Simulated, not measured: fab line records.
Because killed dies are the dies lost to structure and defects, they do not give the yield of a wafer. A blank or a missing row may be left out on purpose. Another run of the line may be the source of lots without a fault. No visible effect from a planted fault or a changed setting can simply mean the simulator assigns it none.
fab line records | flow nandHarc | part 1 of 2: steps 1 to 4 of 6
[record] lots = 22 | wafers = 66 | lastDay = 33
route steps=1302 shown A_STAIRCASE@744
lots with no fault: from the same line, run without faults
startH: hours from the record's opening day to when the first of the lot's shown wafers began | waitH: hours since the lot's step before | " as in the row above | L1.1+2: a row that stands for several wafers | - either no value or no given start | * or withheld: withheld | < > ~ a bound
route shown NAME@n: a module of which the file shows steps, and the number in the route of the first | usual: the fault-free wafers' mean and standard deviation | same: alike in all rows | chamber/n: place in a boat | sites: the reading at each site | _std_site: the values' standard deviation | _edge_site: outer sites' mean less inner sites' | radiusMm: for every site, how far away it sits from the centre of the wafer | mask NAME#n: copy n | behind: the most recent tool/chamber to have shaped the wafer | hold: why the lot was held/for how many hours/how that ended | device: the transistor (n, p or np) that didn't switch | end of line: tests of these same wafers at the route's end | a step given without rows: its recipe and nothing more | killed: not the wafer's yield, but the dies lost to structure and defects at the first sort | map: the dies of a wafer, with x for killed, . for not killed, _ for no die there
set.NAME: the run value of the setting; set.NAME@STEP: its run value at that earlier step | model.NAME: the simulator's own value behind a step, which no gauge read
one table for each step of the route and one row for each wafer, over a sample of lots
services: from which hour (startH, from the record's first day; less than 0 if before it) a tool's chamber was out of use, for how many hours, and why
[[steps]]
[step NHARC_A_STAIRCASE_ETCH_230]
[recipe] targetDepthA = 1000 | timeS = 40.5 | ionEnergyEv = 400 | c4f8FlowSccm = 20 | o2FlowSccm = 10 | arFlowSccm = withheld | rfW = 600 | biasW = 1000 | chemistry = C4F8/O2
[usual] oesProductAu = 0.949/0.017 | rfVppV = 896/4.2
lot.wafer | tool       | chamber | startH | waitH | oesProductAu | rfHoursCounterH | rfVppV
L077.3    | rieDiel-06 | 3       | -      | -     | 0.967        | 22              | 893
L077.6    | "          | 3       | "      | "     | 0.976        | -               | 895
L077.5    | "          | 0       | "      | "     | 0.956        | -               | 904
L074.1    | rieDiel-06 | 0       | -      | -     | 0.975        | 23              | 905
L074.6    | "          | 3       | "      | "     | 0.974        | -               | 895
L074.5    | "          | 0       | "      | "     | 0.971        | -               | 904
L075.4    | rieDiel-08 | 3       | -      | -     | 0.935        | 2               | 890
L075.6    | "          | 0       | "      | "     | 0.954        | -               | 895
L075.5    | "          | 1       | "      | "     | 0.949        | -               | 898
L078.4    | rieDiel-07 | 0       | -      | -     | 0.917        | 28              | 903
L078.1    | "          | 2       | "      | "     | 0.947        | 33              | 901
L078.5    | "          | 3       | "      | "     | 0.937        | -               | 895
L079.3    | rieDiel-06 | 3       | -      | -     | 0.968        | 38              | 895
L079.4    | "          | 1       | "      | "     | 0.974        | 36              | 894
L079.6    | "          | 3       | "      | "     | 0.973        | -               | 894
L080.1    | rieDiel-07 | 0       | -      | -     | 0.931        | 31              | 904
L080.6    | "          | 3       | "      | "     | 0.935        | -               | 893
L080.5    | "          | 0       | "      | "     | 0.932        | -               | 904
L081.2    | rieDiel-07 | 0       | -      | -     | 0.911        | 33              | 904
L081.1    | "          | 3       | "      | "     | 0.912        | 36              | 895
L081.5    | "          | 1       | "      | "     | 0.916        | -               | 897
L082.3    | rieDiel-08 | 0       | -      | -     | 0.948        | 14              | 896
L082.1    | "          | 2       | "      | "     | 0.954        | 15              | 895
L082.6    | "          | 0       | "      | "     | 0.942        | -               | 895
L084.2    | rieDiel-06 | 1       | -      | -     | 0.937        | 58              | 894
L084.1    | "          | 3       | "      | "     | 0.934        | 56              | 894
L084.3    | "          | 0       | "      | "     | 0.923        | 56              | 902
L085.3    | rieDiel-08 | 3       | -      | -     | 0.929        | 33              | 887
L085.6    | "          | 0       | "      | "     | 0.943        | -               | 898
L085.5    | "          | 1       | "      | "     | 0.955        | -               | 896
L086.2    | rieDiel-07 | 3       | -      | -     | 0.955        | 51              | 893
L086.6    | "          | 3       | "      | "     | 0.955        | -               | 894
L086.5    | "          | 0       | "      | "     | 0.970        | -               | 904
L087.4    | rieDiel-08 | 1       | -      | -     | 0.946        | 40              | 897
L087.3    | "          | 2       | "      | "     | 0.960        | 36              | 897
L087.5    | "          | 1       | "      | "     | 0.957        | -               | 898
L089.4    | rieDiel-06 | 3       | -      | -     | 0.945        | 2               | 893
L089.2    | "          | 0       | "      | "     | 0.931        | 2               | 903
L089.1    | "          | 1       | "      | "     | 0.940        | 3               | 895
L088.2    | rieDiel-08 | 2       | -      | -     | 0.958        | 41              | 895
L088.6    | "          | 0       | "      | "     | 0.935        | -               | 895
L088.5    | "          | 1       | "      | "     | 0.964        | -               | 897
L090.2    | rieDiel-06 | 3       | -      | -     | 0.946        | 8               | 893
L090.1    | "          | 0       | "      | "     | 0.960        | 7               | 901
L090.4    | "          | 1       | "      | "     | 0.972        | 9               | 894
L091.2    | rieDiel-08 | 2       | -      | -     | 0.950        | 50              | 895
L091.3    | "          | 0       | "      | "     | 0.943        | 49              | 897
L091.4    | "          | 2       | "      | "     | 0.948        | -               | 894
L093.4    | rieDiel-06 | 3       | -      | -     | 0.945        | 17              | 896
L093.5    | "          | 2       | "      | "     | 0.933        | -               | 891
L093.6    | "          | 3       | "      | "     | 0.952        | -               | 894
L092.1    | rieDiel-07 | 0       | -      | -     | 0.972        | 21              | 902
L092.3    | "          | 1       | "      | "     | 0.978        | 22              | 898
L092.6    | "          | 2       | "      | "     | 0.961        | -               | 900
L094.1    | rieDiel-08 | 1       | -      | -     | 0.973        | 2               | 897
L094.4    | "          | 2       | "      | "     | 0.971        | 3               | 895
L094.2    | "          | 3       | "      | "     | 0.969        | 3               | 888
L095.1    | rieDiel-06 | 2       | -      | -     | 0.966        | 25              | 892
L095.3    | "          | 3       | "      | "     | 0.963        | 22              | 892
L095.4    | "          | 0       | "      | "     | 0.951        | 20              | 902
L096.1    | rieDiel-06 | 0       | -      | -     | 0.943        | 25              | 903
L096.3    | "          | 2       | "      | "     | 0.968        | 32              | 894
L096.5    | "          | 1       | "      | "     | 0.995        | -               | 894
L097.4    | rieDiel-07 | 2       | -      | -     | 0.937        | 37              | 900
L097.3    | "          | 0       | "      | "     | 0.940        | 40              | 901
L097.5    | "          | 3       | "      | "     | 0.929        | -               | 894
[step NHARC_A_STAIRCASE_DEP_259]
[recipe] targetThkA = 300 | targetThkNm = 30 | tempC = 400 | pressureTorr = 3.5 | flowSccm = 200 | rfW = 350 | material = SiON
[usual] heaterPowerW = 744/77
lot.wafer | tool     | chamber | startH | waitH | heaterPowerW
L077.3    | pecvd-04 | 1       | 391.47 | 0.9   | 716
L077.6    | "        | 1       | "      | "     | 745
L077.5    | "        | 0       | "      | "     | 691
L074.1    | pecvd-04 | 2       | 393.34 | 1.6   | 797
L074.5    | "        | 1       | "      | "     | 693
L074.6    | "        | 2       | "      | "     | 790
L075.5    | pecvd-03 | 1       | 393.97 | 0.4   | 825
L075.6    | "        | 2       | "      | "     | 832
L075.4    | "        | 0       | "      | "     | 755
L078.1    | pecvd-03 | 1       | 410.62 | 1.6   | 924
L078.5    | "        | 1       | "      | "     | 897
L078.4    | "        | 2       | "      | "     | 786
L079.3    | pecvd-03 | 2       | 418.11 | 1.0   | 685
L079.6    | "        | 2       | "      | "     | 712
L079.4    | "        | 0       | "      | "     | 693
L080.1    | pecvd-04 | 2       | 418.18 | 1.6   | 767
L080.5    | "        | 0       | "      | "     | 758
L080.6    | "        | 2       | "      | "     | 775
L081.2    | pecvd-03 | 0       | 433.97 | 1.3   | 752
L081.1    | "        | 2       | "      | "     | 783
L081.5    | "        | 1       | "      | "     | 926
L082.3    | pecvd-02 | 0       | 445.88 | 0.9   | 757
L082.1    | "        | 2       | "      | "     | 674
L082.6    | "        | 2       | "      | "     | 674
L085.3    | pecvd-03 | 2       | 472.92 | 0.9   | 798
L085.5    | "        | 2       | "      | "     | 806
L085.6    | "        | 0       | "      | "     | 752
L084.3    | pecvd-03 | 2       | 474.75 | 0.9   | 820
L084.1    | "        | 0       | "      | "     | 648
L084.2    | "        | 1       | "      | "     | 861
L086.2    | pecvd-02 | 2       | 479.75 | 1.3   | 646
L086.6    | "        | 0       | "      | "     | 796
L086.5    | "        | 2       | "      | "     | 673
L087.3    | pecvd-03 | 1       | 489.82 | 1.0   | 917
L087.5    | "        | 2       | "      | "     | 741
L087.4    | "        | 0       | "      | "     | 666
L089.1    | pecvd-02 | 2       | 509.24 | 1.6   | 574
L089.2    | "        | 0       | "      | "     | 742
L089.4    | "        | 2       | "      | "     | 580
L088.2    | pecvd-04 | 2       | 511.04 | 1.2   | 732
L088.5    | "        | 2       | "      | "     | 737
L088.6    | "        | 1       | "      | "     | 674
L090.1    | pecvd-02 | 2       | 528.36 | 1.6   | 674
L090.2    | "        | 1       | "      | "     | 761
L090.4    | "        | 1       | "      | "     | 764
L091.3    | pecvd-04 | 2       | 535.91 | 0.9   | 784
L091.2    | "        | 1       | "      | "     | 615
L091.4    | "        | 1       | "      | "     | 619
L093.6    | pecvd-02 | 1       | 552.80 | 0.1   | 766
L093.4    | "        | 2       | "      | "     | 649
L093.5    | "        | 0       | "      | "     | 755
L092.1    | pecvd-02 | 1       | 554.62 | 1.6   | 646
L092.3    | "        | 2       | "      | "     | 644
L092.6    | "        | 0       | "      | "     | 823
L094.1    | pecvd-04 | 2       | 575.30 | 1.6   | 837
L094.2    | "        | 0       | "      | "     | 765
L094.4    | "        | 2       | "      | "     | 803
L095.3    | pecvd-03 | 0       | 576.76 | 1.0   | 768
L095.1    | "        | 1       | "      | "     | 892
L095.4    | "        | 1       | "      | "     | 885
L096.1    | pecvd-02 | 2       | 588.00 | 1.6   | 610
L096.3    | "        | 0       | "      | "     | 673
L096.5    | "        | 1       | "      | "     | 697
L097.3    | pecvd-04 | 1       | 598.00 | 1.0   | 706
L097.5    | "        | 0       | "      | "     | 655
L097.4    | "        | 1       | "      | "     | 576
[step NHARC_A_STAIRCASE_STRIP_274]
[recipe] o2FlowSccm = 500 | arFlowSccm = 0 | biasW = 0 | chemistry = O2
[usual] drypumpMotorCurrentA = 5.6/0.44 | mfcArSccm = 0.006/0.0073 | oesProductAu = 0.997/0.011 | rfVppV = 58.0/0.85 | showerheadPlenumPTorr = 3.55/0.11 | throttleValvePct = 17.035/0.009
lot.wafer | tool       | chamber | startH | waitH | drypumpMotorCurrentA | mfcArSccm | oesProductAu | rfHoursCounterH | rfVppV | showerheadPlenumPTorr | throttleValvePct
L077.3    | rieDiel-06 | 3       | -      | -     | 5.9                  | 0         | 0.989        | 28              | 57.6   | 3.50                  | 17.043
L077.5    | "          | 2       | "      | "     | 6.6                  | 0         | 0.997        | -               | 57.2   | 3.45                  | 17.039
L077.6    | "          | 3       | "      | "     | 5.9                  | 0         | 0.990        | -               | 57.8   | 3.50                  | 17.040
L074.1    | rieDiel-06 | 3       | -      | -     | 5.9                  | 0         | 1.002        | 30              | 57.0   | 3.50                  | 17.009
L074.6    | "          | 0       | "      | "     | 5.5                  | 0         | 1.001        | -               | 58.4   | 3.72                  | 17.029
L074.5    | "          | 1       | "      | "     | 5.7                  | 0         | 1.010        | -               | 59.1   | 3.50                  | 17.035
L075.4    | rieDiel-07 | 1       | -      | -     | 5.1                  | 0.021     | 1.003        | 28              | 59.0   | 3.61                  | 17.036
L075.6    | "          | 3       | "      | "     | 5.3                  | 0.016     | 0.994        | -               | 58.6   | 3.48                  | 17.030
L075.5    | "          | 0       | "      | "     | 6.1                  | 0.005     | 0.985        | -               | 57.7   | 3.73                  | 17.034
L078.1    | rieDiel-08 | 1       | -      | -     | 5.7                  | 0         | 1.015        | 14              | 59.2   | 3.58                  | 17.038
L078.4    | "          | 3       | "      | "     | 5.5                  | 0         | 0.988        | 17              | 57.9   | 3.33                  | 17.026
L078.5    | "          | 1       | "      | "     | 5.7                  | 0         | 1.021        | -               | 58.6   | 3.58                  | 17.025
L079.4    | rieDiel-07 | 3       | -      | -     | 5.3                  | 0.016     | 0.981        | 35              | 56.9   | 3.48                  | 17.026
L079.3    | "          | 2       | "      | "     | 5.2                  | 0.012     | 0.992        | 38              | 58.8   | 3.65                  | 17.032
L079.6    | "          | 3       | "      | "     | 5.2                  | 0.016     | 0.981        | -               | 57.4   | 3.47                  | 17.043
L080.1    | rieDiel-08 | 1       | -      | -     | 5.8                  | 0         | 1.022        | 15              | 57.1   | 3.58                  | 17.029
L080.6    | "          | 2       | "      | "     | 5.4                  | 0.001     | 1.003        | -               | 58.4   | 3.50                  | 17.023
L080.5    | "          | 3       | "      | "     | 5.5                  | 0         | 0.988        | -               | 56.9   | 3.33                  | 17.030
L081.2    | rieDiel-07 | 2       | -      | -     | 5.2                  | 0.012     | 0.992        | 42              | 57.6   | 3.65                  | 17.042
L081.1    | "          | 1       | "      | "     | 5.0                  | 0.021     | 0.995        | 39              | 57.8   | 3.61                  | 17.035
L081.5    | "          | 3       | "      | "     | 5.3                  | 0.016     | 0.983        | -               | 57.5   | 3.47                  | 17.038
L082.3    | rieDiel-07 | 1       | -      | -     | 5.0                  | 0.021     | 0.994        | 40              | 56.6   | 3.61                  | 17.033
L082.1    | "          | 3       | "      | "     | 5.3                  | 0.016     | 0.991        | 41              | 56.7   | 3.47                  | 17.038
L082.6    | "          | 1       | "      | "     | 5.0                  | 0.021     | 0.995        | -               | 59.7   | 3.61                  | 17.052
L085.3    | rieDiel-08 | 3       | -      | -     | 5.5                  | 0         | 0.992        | 42              | 57.8   | 3.32                  | 17.035
L085.6    | "          | 2       | "      | "     | 5.4                  | 0.001     | 1.005        | -               | 57.3   | 3.49                  | 17.045
L085.5    | "          | 3       | "      | "     | 5.5                  | 0         | 0.991        | -               | 56.9   | 3.32                  | 17.041
L084.2    | rieDiel-08 | 0       | -      | -     | 5.2                  | 0.009     | 1.002        | 35              | 56.4   | 3.51                  | 17.027
L084.3    | "          | 1       | "      | "     | 5.7                  | 0         | 1.010        | 40              | 57.2   | 3.57                  | 17.032
L084.1    | "          | 3       | "      | "     | 5.6                  | 0         | 0.990        | 42              | 57.7   | 3.32                  | 17.032
L086.2    | rieDiel-06 | 1       | -      | -     | 5.7                  | 0         | 1.005        | 67              | 58.6   | 3.48                  | 17.029
L086.6    | "          | 0       | "      | "     | 5.5                  | 0         | 0.984        | -               | 59.1   | 3.70                  | 17.032
L086.5    | "          | 3       | "      | "     | 5.9                  | 0         | 0.998        | -               | 58.8   | 3.48                  | 17.041
L087.3    | rieDiel-07 | 0       | -      | -     | 6.2                  | 0.005     | 0.989        | 3               | 58.5   | 3.72                  | 17.057
L087.4    | "          | 2       | "      | "     | 5.2                  | 0.012     | 1.003        | 3               | 58.8   | 3.64                  | 17.034
L087.5    | "          | 0       | "      | "     | 6.1                  | 0.005     | 0.988        | -               | 58.2   | 3.72                  | 17.039
L089.4    | rieDiel-06 | 0       | -      | -     | 5.5                  | 0         | 1.000        | 4               | 58.7   | 3.70                  | 17.044
L089.1    | "          | 1       | "      | "     | 5.7                  | 0         | 1.021        | 6               | 58.0   | 3.47                  | 17.038
L089.2    | "          | 2       | "      | "     | 6.6                  | 0         | 0.992        | 6               | 58.4   | 3.43                  | 17.039
L088.2    | rieDiel-06 | 0       | -      | -     | 5.5                  | 0         | 0.988        | 5               | 60.3   | 3.70                  | 17.039
L088.6    | "          | 2       | "      | "     | 6.7                  | 0         | 0.995        | -               | 56.3   | 3.43                  | 17.035
L088.5    | "          | 3       | "      | "     | 5.9                  | 0         | 0.995        | -               | 59.0   | 3.48                  | 17.040
L090.2    | rieDiel-06 | 0       | -      | -     | 5.5                  | 0         | 0.984        | 12              | 58.1   | 3.70                  | 17.024
L090.1    | "          | 2       | "      | "     | 6.7                  | 0         | 0.994        | 17              | 56.6   | 3.43                  | 17.028
L090.4    | "          | 3       | "      | "     | 5.9                  | 0         | 0.981        | 13              | 56.3   | 3.47                  | 17.047
L091.3    | rieDiel-06 | 2       | -      | -     | 6.7                  | 0         | 0.993        | 18              | 57.8   | 3.43                  | 17.030
L091.4    | "          | 3       | "      | "     | 5.9                  | 0         | 0.987        | 16              | 57.5   | 3.47                  | 17.040
L091.2    | "          | 0       | "      | "     | 5.5                  | 0         | 0.991        | 14              | 58.3   | 3.70                  | 17.029
L093.4    | rieDiel-07 | 1       | -      | -     | 5.0                  | 0.021     | 0.991        | 24              | 58.1   | 3.59                  | 17.029
L093.6    | "          | 0       | "      | "     | 6.1                  | 0.005     | 0.989        | -               | 59.1   | 3.70                  | 17.030
L093.5    | "          | 1       | "      | "     | 5.0                  | 0.021     | 0.980        | -               | 57.9   | 3.59                  | 17.031
L092.1    | rieDiel-06 | 2       | -      | -     | 6.7                  | 0         | 1.000        | 22              | 58.3   | 3.42                  | 17.048
L092.3    | "          | 3       | "      | "     | 5.9                  | 0         | 1.000        | 19              | 58.1   | 3.47                  | 17.051
L092.6    | "          | 1       | "      | "     | 5.7                  | 0         | 1.020        | -               | 57.3   | 3.47                  | 17.032
L094.1    | rieDiel-08 | 0       | -      | -     | 5.2                  | 0.009     | 1.021        | 5               | 58.3   | 3.50                  | 17.049
L094.2    | "          | 2       | "      | "     | 5.4                  | 0.001     | 1.003        | 6               | 57.8   | 3.47                  | 17.044
L094.4    | "          | 3       | "      | "     | 5.5                  | 0         | 1.002        | 6               | 56.7   | 3.30                  | 17.027
L095.4    | rieDiel-07 | 3       | -      | -     | 5.3                  | 0.016     | 1.005        | 31              | 56.9   | 3.45                  | 17.024
L095.1    | "          | 1       | "      | "     | 5.0                  | 0.021     | 1.002        | 34              | 58.1   | 3.58                  | 17.017
L095.3    | "          | 2       | "      | "     | 5.2                  | 0.012     | 0.994        | 32              | 56.9   | 3.62                  | 17.036
L096.1    | rieDiel-07 | 1       | -      | -     | 5.0                  | 0.021     | 0.981        | 40              | 57.7   | 3.58                  | 17.021
L096.3    | "          | 2       | "      | "     | 5.3                  | 0.012     | 0.996        | 36              | 59.3   | 3.62                  | 17.048
L096.5    | "          | 0       | "      | "     | 6.2                  | 0.005     | 0.983        | -               | 57.7   | 3.69                  | 17.037
L097.3    | rieDiel-07 | 1       | -      | -     | 5.1                  | 0.021     | 0.989        | 43              | 58.3   | 3.58                  | 17.035
L097.4    | "          | 2       | "      | "     | 5.2                  | 0.012     | 0.999        | 39              | 56.9   | 3.62                  | 17.037
L097.5    | "          | 0       | "      | "     | 6.1                  | 0.005     | 0.986        | -               | 59.2   | 3.69                  | 17.031
[step NHARC_A_STAIRCASE_DESCUM_291]
[recipe] timeS = 3 | o2FlowSccm = 200 | arFlowSccm = 0 | biasPowerW = 0 | chemistry = O2
[usual] drypumpMotorCurrentA = 5.6/0.44 | mfcArSccm = 0.006/0.0074 | oesProductAu = 0.996/0.011 | rfVppV = 57.7/0.84 | showerheadPlenumPTorr = 1.92/0.065 | throttleValvePct = 11.311/0.0086
lot.wafer | tool       | chamber | startH | waitH | drypumpMotorCurrentA | mfcArSccm | oesProductAu | rfHoursCounterH | rfVppV | showerheadPlenumPTorr | throttleValvePct
L077.3    | rieDiel-07 | 0       | 398.25 | -     | 6.2                  | 0.005     | 0.983        | 26              | 57.9   | 2.03                  | 11.314
L077.6    | "          | 1       | "      | "     | 5.0                  | 0.021     | 0.996        | -               | 58.1   | 1.96                  | 11.328
L077.5    | "          | 2       | "      | "     | 5.2                  | 0.012     | 0.997        | -               | 57.3   | 1.99                  | 11.310
L074.1    | rieDiel-07 | 0       | 401.56 | -     | 6.2                  | 0.005     | 0.983        | 27              | 57.6   | 2.03                  | 11.302
L074.6    | "          | 1       | "      | "     | 5.1                  | 0.021     | 0.996        | -               | 57.3   | 1.96                  | 11.337
L074.5    | "          | 2       | "      | "     | 5.3                  | 0.012     | 0.988        | -               | 56.5   | 1.99                  | 11.325
L075.4    | rieDiel-06 | 1       | 403.31 | -     | 5.7                  | 0         | 1.011        | 33              | 57.1   | 1.89                  | 11.328
L075.6    | "          | 1       | "      | "     | 5.7                  | 0         | 1.008        | -               | 57.7   | 1.89                  | 11.315
L075.5    | "          | 2       | "      | "     | 6.7                  | 0         | 0.981        | -               | 58.1   | 1.86                  | 11.326
L078.1    | rieDiel-08 | 2       | 417.26 | -     | 5.4                  | 0.001     | 0.998        | 9               | 59.2   | 1.90                  | 11.311
L078.4    | "          | 0       | "      | "     | 5.2                  | 0.009     | 1.005        | -               | 57.9   | 1.91                  | 11.313
L078.5    | "          | 2       | "      | "     | 5.4                  | 0.001     | 0.998        | -               | 58.8   | 1.90                  | 11.315
L079.4    | rieDiel-06 | 2       | 427.19 | -     | 6.6                  | 0         | 0.973        | 40              | 58.3   | 1.86                  | 11.314
L079.3    | "          | 0       | "      | "     | 5.4                  | 0         | 0.986        | 43              | 59.0   | 2.02                  | 11.313
L079.6    | "          | 2       | "      | "     | 6.6                  | 0         | 0.985        | -               | 56.7   | 1.86                  | 11.329
L080.1    | rieDiel-07 | 2       | 427.66 | -     | 5.2                  | 0.012     | 0.995        | 39              | 58.7   | 1.98                  | 11.309
L080.5    | "          | 3       | "      | "     | 5.3                  | 0.016     | 0.980        | -               | 57.5   | 1.88                  | 11.323
L080.6    | "          | 0       | "      | "     | 6.2                  | 0.005     | 0.991        | -               | 58.1   | 2.03                  | 11.303
L081.1    | rieDiel-08 | 0       | 440.90 | -     | 5.2                  | 0.009     | 0.990        | 16              | 56.9   | 1.91                  | 11.307
L081.2    | "          | 1       | "      | "     | 5.7                  | 0         | 1.011        | 20              | 57.4   | 1.94                  | 11.316
L081.5    | "          | 0       | "      | "     | 5.2                  | 0.009     | 0.995        | -               | 57.8   | 1.91                  | 11.323
L082.1    | rieDiel-07 | 2       | 453.13 | -     | 5.3                  | 0.012     | 0.991        | 46              | 57.8   | 1.98                  | 11.304
L082.3    | "          | 0       | "      | "     | 6.1                  | 0.005     | 0.990        | 39              | 57.2   | 2.03                  | 11.312
L082.6    | "          | 2       | "      | "     | 5.2                  | 0.012     | 0.989        | -               | 57.0   | 1.98                  | 11.324
L085.3    | rieDiel-07 | 3       | 483.83 | -     | 5.3                  | 0.016     | 0.991        | 1               | 57.1   | 1.88                  | 11.323
L085.5    | "          | 0       | "      | "     | 6.1                  | 0.005     | 0.983        | -               | 57.6   | 2.02                  | 11.307
L085.6    | "          | 1       | "      | "     | 5.0                  | 0.021     | 0.986        | -               | 57.0   | 1.96                  | 11.311
L084.1    | rieDiel-08 | 1       | 485.01 | -     | 5.7                  | 0         | 1.009        | 41              | 58.9   | 1.94                  | 11.302
L084.2    | "          | 2       | "      | "     | 5.4                  | 0.001     | 1.010        | 36              | 57.5   | 1.89                  | 11.295
L084.3    | "          | 3       | "      | "     | 5.5                  | 0         | 0.991        | 43              | 56.5   | 1.79                  | 11.326
L086.2    | rieDiel-08 | 3       | 487.06 | -     | 5.5                  | 0         | 0.982        | 44              | 57.0   | 1.79                  | 11.304
L086.5    | "          | 3       | "      | "     | 5.5                  | 0         | 0.982        | -               | 57.2   | 1.79                  | 11.303
L086.6    | "          | 0       | "      | "     | 5.2                  | 0.009     | 1.001        | -               | 59.3   | 1.90                  | 11.309
L087.3    | rieDiel-06 | 1       | 498.38 | -     | 5.7                  | 0         | 1.006        | 1               | 56.9   | 1.88                  | 11.303
L087.4    | "          | 2       | "      | "     | 6.6                  | 0         | 0.999        | 1               | 59.0   | 1.86                  | 11.311
L087.5    | "          | 0       | "      | "     | 5.5                  | 0         | 0.976        | -               | 58.0   | 2.02                  | 11.311
L089.2    | rieDiel-06 | 2       | 517.60 | -     | 6.7                  | 0         | 0.999        | 9               | 56.7   | 1.86                  | 11.314
L089.1    | "          | 3       | "      | "     | 5.9                  | 0         | 0.984        | 7               | 57.7   | 1.88                  | 11.312
L089.4    | "          | 0       | "      | "     | 5.5                  | 0         | 0.992        | 6               | 57.4   | 2.01                  | 11.311
L088.2    | rieDiel-07 | 2       | 518.60 | -     | 5.2                  | 0.012     | 0.990        | 9               | 57.6   | 1.98                  | 11.319
L088.6    | "          | 2       | "      | "     | 5.2                  | 0.012     | 0.976        | -               | 57.8   | 1.97                  | 11.317
L088.5    | "          | 3       | "      | "     | 5.2                  | 0.016     | 1.003        | -               | 57.3   | 1.87                  | 11.309
L090.1    | rieDiel-08 | 3       | 537.55 | -     | 5.5                  | 0         | 0.988        | 62              | 58.4   | 1.78                  | 11.313
L090.2    | "          | 0       | "      | "     | 5.2                  | 0.009     | 1.008        | 54              | 56.7   | 1.90                  | 11.317
L090.4    | "          | 2       | "      | "     | 5.4                  | 0.001     | 1.007        | -               | 58.0   | 1.88                  | 11.298
L091.3    | rieDiel-07 | 1       | 542.76 | -     | 5.1                  | 0.021     | 0.986        | 21              | 58.3   | 1.95                  | 11.306
L091.2    | "          | 2       | "      | "     | 5.2                  | 0.012     | 1.011        | 19              | 57.6   | 1.97                  | 11.324
L091.4    | "          | 0       | "      | "     | 6.1                  | 0.005     | 0.989        | 20              | 56.8   | 2.02                  | 11.304
L093.4    | rieDiel-06 | 3       | 559.66 | -     | 5.9                  | 0         | 0.994        | 19              | 57.7   | 1.88                  | 11.316
L093.6    | "          | 2       | "      | "     | 6.6                  | 0         | 0.995        | -               | 56.6   | 1.85                  | 11.314
L093.5    | "          | 3       | "      | "     | 5.9                  | 0         | 1.001        | -               | 58.2   | 1.88                  | 11.319
L092.3    | rieDiel-06 | 1       | 561.89 | -     | 5.7                  | 0         | 1.013        | 22              | 58.2   | 1.88                  | 11.300
L092.1    | "          | 2       | "      | "     | 6.5                  | 0         | 1.004        | 24              | 56.9   | 1.85                  | 11.303
L092.6    | "          | 1       | "      | "     | 5.7                  | 0         | 1.013        | -               | 55.0   | 1.88                  | 11.305
L094.2    | rieDiel-07 | 1       | 581.92 | -     | 5.0                  | 0.021     | 0.999        | 34              | 58.4   | 1.95                  | 11.317
L094.1    | "          | 2       | "      | "     | 5.3                  | 0.012     | 0.999        | 32              | 57.6   | 1.97                  | 11.306
L094.4    | "          | 0       | "      | "     | 6.2                  | 0.005     | 0.988        | 33              | 58.3   | 2.01                  | 11.314
L095.3    | rieDiel-08 | 0       | 584.43 | -     | 5.2                  | 0.009     | 1.019        | 7               | 58.2   | 1.90                  | 11.317
L095.1    | "          | 1       | "      | "     | 5.7                  | 0         | 1.016        | 6               | 58.7   | 1.93                  | 11.306
L095.4    | "          | 3       | "      | "     | 5.5                  | 0         | 1.004        | 8               | 56.9   | 1.78                  | 11.309
L096.1    | rieDiel-08 | 1       | 595.25 | -     | 5.7                  | 0         | 1.003        | 9               | 58.1   | 1.93                  | 11.316
L096.3    | "          | 3       | "      | "     | 5.5                  | 0         | 0.988        | 10              | 55.3   | 1.78                  | 11.319
L096.5    | "          | 1       | "      | "     | 5.7                  | 0         | 1.001        | -               | 58.4   | 1.93                  | 11.306
L097.3    | rieDiel-08 | 3       | 605.62 | -     | 5.5                  | 0         | 0.997        | 14              | 56.0   | 1.78                  | 11.307
L097.4    | "          | 0       | "      | "     | 5.2                  | 0.009     | 1.024        | 13              | 58.2   | 1.89                  | 11.305
L097.5    | "          | 3       | "      | "     | 5.5                  | 0         | 0.999        | -               | 57.2   | 1.78                  | 11.321
